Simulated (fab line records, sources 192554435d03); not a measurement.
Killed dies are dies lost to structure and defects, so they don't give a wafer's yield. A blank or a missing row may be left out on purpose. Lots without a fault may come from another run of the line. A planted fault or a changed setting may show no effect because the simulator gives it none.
Split-lot experiment | flow n5_finfet | 7 lots, 21 wafers read, on a route of 1938 steps

THE SPLIT
At N5_WELL_APT_EXPOSE_05 (exposes mask NWELL, defocus 0 nm, target cd 200 nm), the setting dose_mj was moved away from the recipe's 20.3 on 6 of the 21 wafers read, by -7.3% to +7.1%. The other wafers ran this setting at the recipe's value.

FROM THE SPLIT TO THE READING: what the file shows between them, 3 steps
- N5_WELL_APT_PEB_06: peb time 90 s (also split here: peb_temp_c)
- N5_WELL_APT_DEVELOP_07: develop time 45 s
- N5_WELL_APT_HARDBAKE_12: time 120 s

THE READING
cd_nm, in nm, at N5_WELL_APT_CD_MEAS_08 (target cd 200 nm). Fault-free wafers of this fab line usually give 200.3 nm, standard deviation 1.2 nm.

wafer  | tool, chamber at the split | dose_mj as run | against the recipe | cd_nm, nm | against lot-mates on the recipe
L076.3 | krf_scanner-02, 0          | 18.97          | -6.6%              | 183.6     | -16.3
L076.5 | krf_scanner-02, 0          | 20.3           | recipe             | 199.9     | -
L076.6 | krf_scanner-02, 0          | 18.97          | -6.6%              | 191.1     | -8.8
L077.1 | krf_scanner-02, 0          | 20.3           | recipe             | 200.9     | -
L077.3 | krf_scanner-02, 0          | 21.74          | +7.1%              | 215.7     | +14.8
L077.4 | krf_scanner-02, 0          | 21.74          | +7.1%              | 217.1     | +16.2
L079.2 | krf_scanner-01, 0          | 20.3           | recipe             | 200.2     | -
L079.4 | krf_scanner-01, 0          | 20.3           | recipe             | 201.3     | -
L079.6 | krf_scanner-01, 0          | 20.3           | recipe             | 201.2     | -
L080.3 | krf_scanner-02, 0          | 20.3           | recipe             | 198.3     | -
L080.4 | krf_scanner-02, 0          | 20.3           | recipe             | 199.3     | -
L080.6 | krf_scanner-02, 0          | 20.3           | recipe             | 198.8     | -
L083.3 | krf_scanner-02, 0          | 20.3           | recipe             | 202.6     | -
L083.4 | krf_scanner-02, 0          | 20.3           | recipe             | 201.6     | -
L083.5 | krf_scanner-02, 0          | 20.3           | recipe             | 201.2     | -
L092.1 | krf_scanner-02, 0          | 20.3           | recipe             | 206.7     | -
L092.4 | krf_scanner-02, 0          | 20.3           | recipe             | 198.1     | -
L092.5 | krf_scanner-02, 0          | 20.3           | recipe             | 198.6     | -
L097.4 | krf_scanner-02, 0          | 18.81          | -7.3%              | 188.6     | -12.4
L097.5 | krf_scanner-02, 0          | 18.81          | -7.3%              | 193.1     | -7.9
L097.6 | krf_scanner-02, 0          | 20.3           | recipe             | 201.0     | -

THE FIT
A straight line over all 21 wafers: cd_nm changes by +1.86 nm for each +1% of dose_mj; r = +0.93; the points scatter about the line by 2.8 nm.
The same after taking each lot's own level away (the mean of its wafers on the recipe; 21 wafers): +1.84 nm for each +1%; r = +0.94; scatter 2.5 nm.
On that fit, the largest move of dose_mj shifts the reading by 13 nm.
The lots' own levels span 198.80 to 201.80 nm, that is 2.5 times the standard deviation above.
So the lot-to-lot level changes the slope little: the two slopes agree.
Check: with one of the wafers moved furthest among these (-7.3%) left out of the fit, the line predicts -13.1 nm for it against its lot-mates. It came out at -12.4 nm against them.

OTHER SPLITS ON THESE WAFERS
These wafers also went through other splits before the reading. Each is held against what the fit with the lots' levels taken away leaves over:
other split on the same wafers | wafers away from the commonest value | r with cd_nm (lot level and that fit taken away)
N5_WELL_APT_PEB_06 peb_temp_c  | 5                                    | +0.83

THE WHOLE CHAIN: every reading that the file lists as answering this split, in the file's order
step                   | what it does             | reading                                                         | change (the file's fit)              | r (the file's)
N5_WELL_APT_CD_MEAS_08 | target cd 200 nm         | cd_nm                                                           | +1.81 nm for each +1% of the setting | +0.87
N5_WELL_APT_DESCUM_13  | chemistry O2, time 7.9 s | WELL_APT.cd_nm (the simulator's own value, which no gauge read) | +1.82 nm for each +1% of the setting | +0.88

THE FILE'S OWN FIT
cd_nm changes by +1.81 nm for each +1% of dose_mj, r = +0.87.
